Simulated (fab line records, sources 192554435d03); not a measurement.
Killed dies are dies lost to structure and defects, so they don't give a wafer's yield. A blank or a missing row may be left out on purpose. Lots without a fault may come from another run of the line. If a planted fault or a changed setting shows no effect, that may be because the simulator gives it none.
Split-lot trial / flow n5 finfet / 21 wafers read across 7 lots, on a route 1938 steps long

== ABOUT THE SPLIT ==
At N5_BEOL_M0_SAQP_COAT_72 (time 60 s, resist thk 15 nm), the setting spin rpm was moved away from the recipe's 1500 rpm on 4 of the 21 wafers read, by -10.9% to +11.1%. For the rest of the wafers, this setting stayed at what the recipe calls for.

== FROM THE SPLIT TO THE READING: what the file shows between them, 5 steps ==
- N5_BEOL_M0_SAQP_COAT_87: time 60 s, resist thk 5 nm
- N5_BEOL_M0_SAQP_COAT_34: resist thk 30 nm
- N5_BEOL_M0_SAQP_DESCUM_45: chemistry O2, time 7 s
- N5_BEOL_M0_SAQP_ETCH_88: etches underlayer in N2/H2, target depth 6.5 nm, time 5.2 s
- N5_BEOL_M0_SAQP_ETCH_73: etches SiARC in CF4, target depth 19.5 nm, time 32.5 s

== THE READING ==
SiARC_of_BEOL_M0_SAQP_COAT_72.thk nm (the simulator's own value, which no gauge read), in nm, at N5_BEOL_M0_SAQP_CUT_ETCH_46 (etches SOC in N2/H2, target depth 135 nm, overetch 27 nm, time 202.5 s). No usual value for it is given in the file. Here, 17 wafers ran the recipe; their average is 4.9 nm with a standard deviation of 0.26 nm.

wafer=L077.1; tool, chamber at the split=litho track-03, 0; spin rpm as run, rpm=1500; against the recipe=recipe; SiARC_of_BEOL_M0_SAQP_COAT_72.thk nm, nm=5; against lot-mates on the recipe=-
wafer=L077.2; tool, chamber at the split=litho track-03, 0; spin rpm as run, rpm=1500; against the recipe=recipe; SiARC_of_BEOL_M0_SAQP_COAT_72.thk nm, nm=5; against lot-mates on the recipe=-
wafer=L077.5; tool, chamber at the split=litho track-03, 0; spin rpm as run, rpm=1500; against the recipe=recipe; SiARC_of_BEOL_M0_SAQP_COAT_72.thk nm, nm=5; against lot-mates on the recipe=-
wafer=L078.1; tool, chamber at the split=litho track-04, 0; spin rpm as run, rpm=1500; against the recipe=recipe; SiARC_of_BEOL_M0_SAQP_COAT_72.thk nm, nm=4.8; against lot-mates on the recipe=-
wafer=L078.2; tool, chamber at the split=litho track-04, 0; spin rpm as run, rpm=1500; against the recipe=recipe; SiARC_of_BEOL_M0_SAQP_COAT_72.thk nm, nm=4.4; against lot-mates on the recipe=-
wafer=L078.4; tool, chamber at the split=litho track-04, 0; spin rpm as run, rpm=1500; against the recipe=recipe; SiARC_of_BEOL_M0_SAQP_COAT_72.thk nm, nm=5; against lot-mates on the recipe=-
wafer=L079.2; tool, chamber at the split=litho track-01, 0; spin rpm as run, rpm=1640; against the recipe=+9.3%; SiARC_of_BEOL_M0_SAQP_COAT_72.thk nm, nm=4.4; against lot-mates on the recipe=-0.9
wafer=L079.5; tool, chamber at the split=litho track-01, 0; spin rpm as run, rpm=1500; against the recipe=recipe; SiARC_of_BEOL_M0_SAQP_COAT_72.thk nm, nm=5.4; against lot-mates on the recipe=-
wafer=L079.6; tool, chamber at the split=litho track-01, 0; spin rpm as run, rpm=1500; against the recipe=recipe; SiARC_of_BEOL_M0_SAQP_COAT_72.thk nm, nm=5.2; against lot-mates on the recipe=-
wafer=L080.3; tool, chamber at the split=litho track-03, 0; spin rpm as run, rpm=1666; against the recipe=+11.1%; SiARC_of_BEOL_M0_SAQP_COAT_72.thk nm, nm=4; against lot-mates on the recipe=-1.0
wafer=L080.4; tool, chamber at the split=litho track-03, 0; spin rpm as run, rpm=1500; against the recipe=recipe; SiARC_of_BEOL_M0_SAQP_COAT_72.thk nm, nm=5; against lot-mates on the recipe=-
wafer=L080.6; tool, chamber at the split=litho track-03, 0; spin rpm as run, rpm=1500; against the recipe=recipe; SiARC_of_BEOL_M0_SAQP_COAT_72.thk nm, nm=5; against lot-mates on the recipe=-
wafer=L085.2; tool, chamber at the split=litho track-03, 0; spin rpm as run, rpm=1413; against the recipe=-5.8%; SiARC_of_BEOL_M0_SAQP_COAT_72.thk nm, nm=5.4; against lot-mates on the recipe=+0.7
wafer=L085.5; tool, chamber at the split=litho track-03, 0; spin rpm as run, rpm=1500; against the recipe=recipe; SiARC_of_BEOL_M0_SAQP_COAT_72.thk nm, nm=5; against lot-mates on the recipe=-
wafer=L085.6; tool, chamber at the split=litho track-03, 0; spin rpm as run, rpm=1500; against the recipe=recipe; SiARC_of_BEOL_M0_SAQP_COAT_72.thk nm, nm=4.4; against lot-mates on the recipe=-
wafer=L092.3; tool, chamber at the split=litho track-03, 0; spin rpm as run, rpm=1500; against the recipe=recipe; SiARC_of_BEOL_M0_SAQP_COAT_72.thk nm, nm=4.8; against lot-mates on the recipe=-
wafer=L092.4; tool, chamber at the split=litho track-03, 0; spin rpm as run, rpm=1500; against the recipe=recipe; SiARC_of_BEOL_M0_SAQP_COAT_72.thk nm, nm=5.2; against lot-mates on the recipe=-
wafer=L092.6; tool, chamber at the split=litho track-03, 0; spin rpm as run, rpm=1500; against the recipe=recipe; SiARC_of_BEOL_M0_SAQP_COAT_72.thk nm, nm=5.2; against lot-mates on the recipe=-
wafer=L094.2; tool, chamber at the split=litho track-04, 0; spin rpm as run, rpm=1500; against the recipe=recipe; SiARC_of_BEOL_M0_SAQP_COAT_72.thk nm, nm=4.6; against lot-mates on the recipe=-
wafer=L094.3; tool, chamber at the split=litho track-04, 0; spin rpm as run, rpm=1337; against the recipe=-10.9%; SiARC_of_BEOL_M0_SAQP_COAT_72.thk nm, nm=5.8; against lot-mates on the recipe=+1.0
wafer=L094.6; tool, chamber at the split=litho track-04, 0; spin rpm as run, rpm=1500; against the recipe=recipe; SiARC_of_BEOL_M0_SAQP_COAT_72.thk nm, nm=5; against lot-mates on the recipe=-

THE FIT
A straight line over all 21 wafers: SiARC_of_BEOL_M0_SAQP_COAT_72.thk nm changes by -0.0761 nm for each +1% of spin rpm; r = -0.79; the points scatter about the line by 0.25 nm.
The same after taking each lot's own level away (the mean of its wafers on the recipe; 21 wafers): -0.0953 nm for each +1%; r = -0.92; scatter 0.18 nm.
The reading moves by 1.1 nm for the largest change in spin rpm, on that fit.
Across the lots, their own levels run from 4.70 to 5.30 nm, a range of 2.3 times the standard deviation given above.
So the lot-to-lot level blurs the effect unless lot-mates are compared.
Check: with one of the wafers moved furthest among these (+11.1%) left out of the fit, the line predicts -1.08 nm for it against its lot-mates. It came out at -1 nm against them.

== ADDITIONAL SPLITS CARRIED BY THESE WAFERS ==
Note: prior to the reading, these wafers also went through further splits. Each is held against what the fit with the lots' levels taken away leaves over:
other split on the same wafers=N5_WELL_APT_COAT_02 spin rpm; wafers away from the commonest value=7; r with SiARC_of_BEOL_M0_SAQP_COAT_72.thk nm (lot level and that fit taken away)=-0.15
other split on the same wafers=N5_FIN_SAQP_ETCH_65 time s; wafers away from the commonest value=7; r with SiARC_of_BEOL_M0_SAQP_COAT_72.thk nm (lot level and that fit taken away)=+0.01
other split on the same wafers=N5_FIN_CUT_COAT_19 spin rpm; wafers away from the commonest value=6; r with SiARC_of_BEOL_M0_SAQP_COAT_72.thk nm (lot level and that fit taken away)=+0.06
other split on the same wafers=N5_FIN_CUT_EXPOSE_05 dose mj; wafers away from the commonest value=6; r with SiARC_of_BEOL_M0_SAQP_COAT_72.thk nm (lot level and that fit taken away)=-0.22
other split on the same wafers=N5_HKMG_FIN_COAT_30 spin rpm; wafers away from the commonest value=3; r with SiARC_of_BEOL_M0_SAQP_COAT_72.thk nm (lot level and that fit taken away)=-0.29
other split on the same wafers=N5_HKMG_FIN_PEB_10 peb time s; wafers away from the commonest value=7; r with SiARC_of_BEOL_M0_SAQP_COAT_72.thk nm (lot level and that fit taken away)=+0.01
other split on the same wafers=N5_MOL_CONTACT_COAG_COAT_58 spin rpm; wafers away from the commonest value=7; r with SiARC_of_BEOL_M0_SAQP_COAT_72.thk nm (lot level and that fit taken away)=-0.18
other split on the same wafers=N5_MOL_CONTACT_COAG_ETCH_91 source w; wafers away from the commonest value=9; r with SiARC_of_BEOL_M0_SAQP_COAT_72.thk nm (lot level and that fit taken away)=-0.13

== THE WHOLE CHAIN: every reading that the file lists as answering this split, in the file's order ==
step=N5_BEOL_M0_SAQP_COAT_72; what it does=time 60 s, resist thk 15 nm; reading=SiARC_of_BEOL_M0_SAQP_COAT_72.thk nm (the simulator's own value, which no gauge read); change (the file's fit)=-0.0737 nm for each +1% of the setting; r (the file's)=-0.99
step=N5_BEOL_M0_SAQP_ETCH_73; what it does=etches SiARC in CF4, target depth 19.5 nm, time 32.5 s; reading=etch.depth nm (the simulator's own value, which no gauge read); change (the file's fit)=-0.0745 nm for each +1% of the setting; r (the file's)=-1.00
step=N5_BEOL_M0_SAQP_CUT_ETCH_46; what it does=etches SOC in N2/H2, target depth 135 nm, overetch 27 nm, time 202.5 s; reading=SiARC_of_BEOL_M0_SAQP_COAT_72.thk nm (the simulator's own value, which no gauge read); change (the file's fit)=-0.0952 nm for each +1% of the setting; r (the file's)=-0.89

== FILE'S OWN FIT ==
SiARC_of_BEOL_M0_SAQP_COAT_72.thk nm changes by -0.0952 nm for each +1% of spin rpm, r = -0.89.
